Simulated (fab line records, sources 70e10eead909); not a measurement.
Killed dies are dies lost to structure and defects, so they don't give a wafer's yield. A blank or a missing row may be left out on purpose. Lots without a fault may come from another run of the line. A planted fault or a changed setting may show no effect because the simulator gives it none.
Chamber matching | flow nand_harc | NHARC_A_CONTACT_ALD_18 on ald_metal-01: 4 sister chambers
The step deposits TiN, target thk 3 nm, pulse time 1 s, ald cycles 150. 8 wafers are shown with their chamber, then 12 later ones without.

WAFERS WITH THEIR CHAMBER
wafer  | chamber | heater_power_w (W) | precursor_pulse_height_rel
L080.5 | 1       | 1132               | 0.990
L084.2 | 2       | 1064               | 0.992
L089.1 | 1       | 1127               | 1.020
L089.4 | 3       | 1200               | 0.987
L089.5 | 3       | 1229               | 0.975
L089.2 | 2       | 1082               | 0.957
L089.3 | 0       | 1020               | 0.995
L089.6 | 0       | 982                | 0.983

WAFERS WITHOUT THEIR CHAMBER
wafer  | heater_power_w (W) | precursor_pulse_height_rel
L093.3 | 1122               | 1.001
L093.5 | 972                | 1.011
L093.6 | 1124               | 0.983
L096.1 | 1127               | 1.009
L096.3 | 1003               | 0.988
L096.5 | 994                | 0.981
L096.2 | 1259               | 1.062
L096.4 | 1085               | 1.016
L096.6 | 1145               | 1.004
L094.1 | 1143               | 1.006
L094.4 | 1261               | 0.985
L094.5 | 1250               | 0.991

WHICH CHAMBER EACH WENT THROUGH
wafer  | from the rows above     | in truth
L093.3 | 1                       | 1
L093.5 | 0                       | 0
L093.6 | can't be placed: 1 or 2 | 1
L096.1 | 1                       | 1
L096.3 | 0                       | 0
L096.5 | 0                       | 0
L096.2 | 3                       | 3
L096.4 | can't be placed: 2 or 1 | 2
L096.6 | 1                       | 1
L094.1 | 1                       | 1
L094.4 | 3                       | 3
L094.5 | 3                       | 3
Placed correctly: 10 of 12. Can't be placed from these rows: 2 (the true chamber is among the candidates in 2). Placed wrongly: 0.
How it was worked out, from the rows above alone: a wafer's distance from a chamber is the root of the sum, over the readings, of the square of ((its reading less the chamber's mean) divided by the reading's scatter). The wafer belongs to the nearest chamber; if the next one is less than 2 further off, it can't be placed. A chamber's mean is the mean of its shown wafers. The scatter: the root of (the sum of the squares of (reading less its chamber's mean) over the shown wafers, divided by (wafers less chambers)).
